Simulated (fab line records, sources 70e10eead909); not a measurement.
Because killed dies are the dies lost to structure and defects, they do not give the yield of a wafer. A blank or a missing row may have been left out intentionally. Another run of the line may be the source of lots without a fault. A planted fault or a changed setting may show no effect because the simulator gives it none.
Matching of chambers ; flow nand_harc ; pecvd-04 running NHARC_P_M2_DEP_33: 3 sister chambers
The step deposits SiCN, target thk 30 nm. 18 wafers are shown with their chamber, then 9 later ones without.

== EACH WAFER AND ITS CHAMBER ==
wafer;chamber;heater_power_w (W)
L075.3;2;484
L075.5;2;472
L075.6;0;524
L077.4;2;565
L077.5;0;566
L077.6;1;465
L080.2;2;575
L080.4;2;568
L080.6;0;473
L084.2;2;454
L084.4;2;450
L084.6;1;444
L085.2;0;552
L085.3;1;491
L085.4;1;496
L087.3;1;481
L087.4;0;537
L087.6;2;498

SIGNATURES (means of the wafers above)
reading;chamber 0;chamber 1;chamber 2;scatter within a chamber
heater_power_w;530.40;475.40;508.25;42
Rule: a wafer lies at a distance from a chamber equal to the root of the sum of squares, over the readings, of (its reading less the chamber's mean, divided by the reading's scatter). If the next closest chamber is less than 2 further off than the closest, the wafer can't be placed; otherwise it belongs to the closest. The scatter: take each reading less its chamber's mean, square it, sum over the shown wafers, divide by the number of wafers less the number of chambers, and take the root.

== WAFERS MISSING THEIR CHAMBER ==
wafer;heater_power_w (W)
L094.1;541
L094.2;454
L094.4;446
L095.2;486
L095.5;492
L095.6;599
L096.2;553
L096.3;387
L096.5;508

== THE CHAMBER EACH PASSED THROUGH ==
wafer;from the rows above;in truth
L094.1;can't be placed: 0 or 2 or 1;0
L094.2;can't be placed: 1 or 2 or 0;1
L094.4;can't be placed: 1 or 2 or 0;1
L095.2;can't be placed: 1 or 2 or 0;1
L095.5;can't be placed: 2 or 1 or 0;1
L095.6;can't be placed: 0 or 2 or 1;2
L096.2;can't be placed: 0 or 2 or 1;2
L096.3;can't be placed: 1 or 2 or 0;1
L096.5;can't be placed: 2 or 0 or 1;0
Correct placement for 0 of the 9. Not placeable from these rows: 9 (in 9, the candidates include the true chamber). 0 placed wrongly.
